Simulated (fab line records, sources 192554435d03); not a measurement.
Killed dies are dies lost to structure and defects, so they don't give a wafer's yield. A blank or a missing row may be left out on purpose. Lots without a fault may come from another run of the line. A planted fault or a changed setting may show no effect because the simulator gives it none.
Chamber matching | flow n5_finfet | N5_BEOL_M14_STRIP_37 on rie_diel-04: 4 sister chambers
The step strips in O2. 8 wafers are shown with their chamber, then 10 later ones without.

WAFERS WITH THEIR CHAMBER
wafer  | chamber | throttle_valve_pct (%) | drypump_motor_current_A (A)
L080.4 | 1       | 16.61                  | 6.1
L081.3 | 2       | 16.39                  | 5.8
L079.4 | 3       | 16.99                  | 5.7
L087.2 | 1       | 16.66                  | 6.1
L087.3 | 0       | 16.73                  | 5.5
L087.4 | 3       | 17.05                  | 5.7
L090.1 | 2       | 16.42                  | 5.9
L090.2 | 0       | 16.76                  | 5.5

WAFERS WITHOUT THEIR CHAMBER
wafer  | throttle_valve_pct (%) | drypump_motor_current_A (A)
L090.3 | 16.65                  | 6.1
L091.2 | 17.05                  | 5.6
L091.4 | 16.46                  | 5.8
L091.5 | 17.02                  | 5.7
L097.2 | 16.78                  | 5.5
L097.3 | 16.67                  | 6.1
L097.6 | 16.64                  | 6.1
L096.2 | 17.11                  | 5.6
L096.4 | 16.66                  | 6.1
L096.6 | 16.44                  | 5.9

WHICH CHAMBER EACH WENT THROUGH
wafer  | from the rows above | in truth
L090.3 | 1                   | 1
L091.2 | 3                   | 3
L091.4 | 2                   | 2
L091.5 | 3                   | 3
L097.2 | 0                   | 0
L097.3 | 1                   | 1
L097.6 | 1                   | 1
L096.2 | 3                   | 3
L096.4 | 1                   | 1
L096.6 | 2                   | 2
Placed correctly: 10 of 10. Can't be placed from these rows: 0. Placed wrongly: 0.
How it was worked out, from the rows above alone: a wafer's distance from a chamber is the root of the sum, over the readings, of the square of ((its reading less the chamber's mean) divided by the reading's scatter). The wafer belongs to the nearest chamber; if the next one is less than 2 further off, it can't be placed. A chamber's mean is the mean of its shown wafers. The scatter: the root of (the sum of the squares of (reading less its chamber's mean) over the shown wafers, divided by (wafers less chambers)).
